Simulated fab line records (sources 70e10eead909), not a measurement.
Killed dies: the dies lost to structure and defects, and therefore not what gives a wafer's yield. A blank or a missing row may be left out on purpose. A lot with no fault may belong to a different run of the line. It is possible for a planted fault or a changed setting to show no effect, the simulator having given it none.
Struck lot and sound lot, side by side	flow nand harc	15 out of 1159 route steps
Sound: wafers L881.2, L881.4, L881.6. Struck: wafer L898.3. (L898.1, L898.6 of the same lot were not struck and are left out.) The cause comes at the end.
Each step with rows lists, per side, the tool, then ch with its chambers, then its first start. Under that, the readings that differ: sound wafers	struck wafers	difference of the means	sigmas: that difference in standard deviations of wafers without a fault.
alike: same words and numbers on both sides, and readings whose means sit less than 2 such deviations apart. not compared: any withheld reading, any reading some wafer has no value for, any bound like >300 that may hide the same value, and any number with overlapping values for which the record gives no deviation.
Wherever a step has rows on one side only, a row that says differs or no value, or a row with sigmas, the two part there. Non-overlapping numbers with no deviation appear without sigmas and do not part them. Lack of a reading on every wafer of one side parts them only where that side has two or more wafers.

first, 1 step without rows for these wafers: NHARC_A_ONON_D1_DEP_09 (target thk 1000 nm).
NHARC_A_ONON_D1_THK_MEAS_11: measures by ellipsometry.
  sound on film metro-02, day 8 14:56; struck on film metro-02, day 12 19:46
  alike: thk nm
after that, 1 step with no rows for these wafers: NHARC_A_ONON_D1_DEP_12 (target thk 1000 nm).
NHARC_A_ONON_D1_THK_MEAS_14: measures by ellipsometry.
  sound on film metro-01, day 8 15:30; struck on film metro-02, day 12 20:22
  alike: thk nm
then, 2 steps without rows for these wafers: NHARC_A_ONON_D1_ANNEAL_15 (time 3600 s); NHARC_A_ONON_D1_DEP_16 (target thk 1000 nm).
NHARC_A_ONON_D1_THK_MEAS_18: measures by ellipsometry.
  sound on film metro-01, day 8 22:37; struck on film metro-01, day 13 11:35
  alike: thk nm
after that, 1 step with no rows for these wafers: NHARC_A_ONON_D1_DEP_19 (target thk 1000 nm).
NHARC_A_ONON_D1_THK_MEAS_21: measures by ellipsometry.
  sound on film metro-01, day 8 23:10; struck on film metro-02, day 13 12:10
reading	sound	struck	difference	sigmas
thk nm (nm)	969 968 970	1004	+35	+3
after that, 1 step with no rows for these wafers: NHARC_A_ONON_D1_DEP_22 (target thk 1000 nm).
NHARC_A_ONON_D1_THK_MEAS_24: measures by ellipsometry.
  sound on film metro-02, day 8 23:44; struck on film metro-02, day 13 12:43
  alike: thk nm
NHARC_A_ONON_D1_DEP_25: target thk 1000 nm.
  sound on pecvd onon-02 ch 0, day 8 23:51; struck on pecvd onon-03 ch 0, day 13 12:47
NHARC_A_ONON_D1_THK_MEAS_27: measures by ellipsometry.
  sound on film metro-02, day 9 00:19; struck on film metro-01, day 13 13:17
reading	sound	struck	difference	sigmas
thk nm (nm)	997 999 999	778	-220	-26
after that, 1 step with no rows for these wafers: NHARC_A_ONON_D1_DEP_28 (target thk 1000 nm).
-- the record jumps here: 12 days lie between the struck wafers' starts before and after (it left off in module A_ONON_D1 and takes up again in module END, whose first step shown is number 1159 of the route) --
NHARC_END_SORT_01:
  at this point the record logs the struck wafers (prober-02 ch 0, day 25 04:08) and has no rows for the sound ones

## WHERE THEY PART
Earliest at NHARC_A_ONON_D1_THK_MEAS_21; latest, in this record, at NHARC_END_SORT_01.

WHY: whatever the simulator had introduced
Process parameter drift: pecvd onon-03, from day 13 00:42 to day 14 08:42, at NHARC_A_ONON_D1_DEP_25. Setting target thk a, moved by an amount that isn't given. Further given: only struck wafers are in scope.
